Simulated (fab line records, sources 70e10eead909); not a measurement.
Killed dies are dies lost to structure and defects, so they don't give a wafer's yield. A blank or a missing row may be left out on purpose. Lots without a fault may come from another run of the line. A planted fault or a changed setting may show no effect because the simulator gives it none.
A struck lot beside a sound one | flow nand_harc | 14 steps out of a route of 1159
Sound: wafers L447.1, L447.4, L447.5. Struck: wafer L436.3. (L436.6 of the same lot was not struck and is left out.) The cause comes at the end.
At each step with rows: each side's tool, then ch and its chambers, then its first start. Under that, the readings that differ: sound wafers | struck wafers | difference of the means | sigmas: that difference in standard deviations of wafers without a fault.
alike: readings whose means differ by less than 2 such deviations, and words and numbers that are the same on both sides. not compared: withheld readings, readings that some wafer has no value for, bounds like >300 that may hide the same value, and numbers for which the record gives no deviation and whose values overlap.
The two part at a step that has a row with sigmas, a row that says differs or no value, or rows on one side only. Numbers that don't overlap but have no deviation are shown without sigmas and don't part them. A reading that every wafer of one side lacks parts them only if that side has two wafers or more.

first, 5 steps without rows for these wafers: NHARC_P_GATE_SOFTBAKE_21 (time 55 s); NHARC_P_GATE_EBR_22; NHARC_P_GATE_EXPOSE_23 (exposes mask P GATE, target cd 120 nm); NHARC_P_GATE_PEB_24 (peb time 65 s); NHARC_P_GATE_DEVELOP_25 (develop time 35 s).
NHARC_P_GATE_CD_MEAS_26: target cd 120 nm.
  sound on cd_sem-01 ch 0, day 8 10:44; struck on cd_sem-01 ch 0, day 5 23:38
  alike: cd_nm
NHARC_P_GATE_OVL_MEAS_27:
  sound on overlay-02, day 8 10:50; struck on overlay-01, day 5 23:43
  reading           | sound          | struck | difference | sigmas
  overlay_x_nm (nm) | -0.3 -0.8 -0.5 | 1.4    | +1.9       | +2
  alike: overlay_y_nm
NHARC_P_GATE_INSPECT_28:
  sound on defect_inspect-01, day 8 10:52; struck on defect_inspect-01, day 5 23:45
  alike: raw_defect_count
NHARC_P_GATE_DESCUM_31: chemistry O2, time 3 s.
  sound on rie_diel-08 ch 1,2, day 8 10:56; struck on rie_diel-03 ch 2, day 5 23:49
  alike: drypump_motor_current_A, oes_product_au, rf_vpp_V, showerhead_plenum_p_Torr, throttle_valve_pct
  not compared: rf_hours_counter_h
NHARC_P_GATE_ETCH_104: etches the open film in CF4/CHF3, target depth 60 nm.
  sound on rie_diel-08 ch 1,2,3, day 8 11:07; struck on rie_diel-03 ch 0, day 5 23:55
  alike: drypump_motor_current_A, oes_product_au, rf_vpp_V, showerhead_plenum_p_Torr, throttle_valve_pct
NHARC_P_GATE_HM_OPEN_105: chemistry O2/COS, target depth 360 nm.
  sound on rie_diel-08 ch 0,1,2; struck on rie_diel-03 ch 3
  reading                     | sound       | struck | difference | sigmas
  drypump_motor_current_A (A) | 6.0 5.4 5.0 | 6.5    | +1.0       | +2
  alike: oes_product_au, rf_vpp_V, showerhead_plenum_p_Torr, throttle_valve_pct
  not compared: rf_hours_counter_h
then, 1 step without rows for these wafers: NHARC_P_GATE_STRIP_106 (strips in O2/COS).
NHARC_P_GATE_ETCH_114: etches the open film in CF4/O2, target depth 30 nm, overetch 3 nm, time 16.5 s.
  sound on rie_diel-08 ch 0,2,3, day 8 11:00; struck on rie_diel-03 ch 0, day 6 00:00
  reading               | sound             | struck | difference | sigmas
  oes_product_au (a.u.) | 1.019 0.996 0.984 | 0.917  | -0.083     | -6
  alike: drypump_motor_current_A, oes_ar_750_au, rf_vpp_V, showerhead_plenum_p_Torr, throttle_valve_pct
  not compared: rf_hours_counter_h
NHARC_P_GATE_ETCH_32: etches the open film in HBr/Cl2, target depth 150 nm, time 100.1 s.
  sound on rie_si-06 ch 0,1,2, day 8 11:32; struck on rie_si-02 ch 1, day 6 00:58
  alike: drypump_motor_current_A, mfc_cl2_sccm, oes_product_au, throttle_valve_pct
  not compared: rf_hours_counter_h

WHERE THEY PART
First at NHARC_P_GATE_OVL_MEAS_27; last, within this record, at NHARC_P_GATE_ETCH_114. Later steps at which nothing parts them and some readings are alike: NHARC_P_GATE_ETCH_32.

WHY: what the simulator had put in
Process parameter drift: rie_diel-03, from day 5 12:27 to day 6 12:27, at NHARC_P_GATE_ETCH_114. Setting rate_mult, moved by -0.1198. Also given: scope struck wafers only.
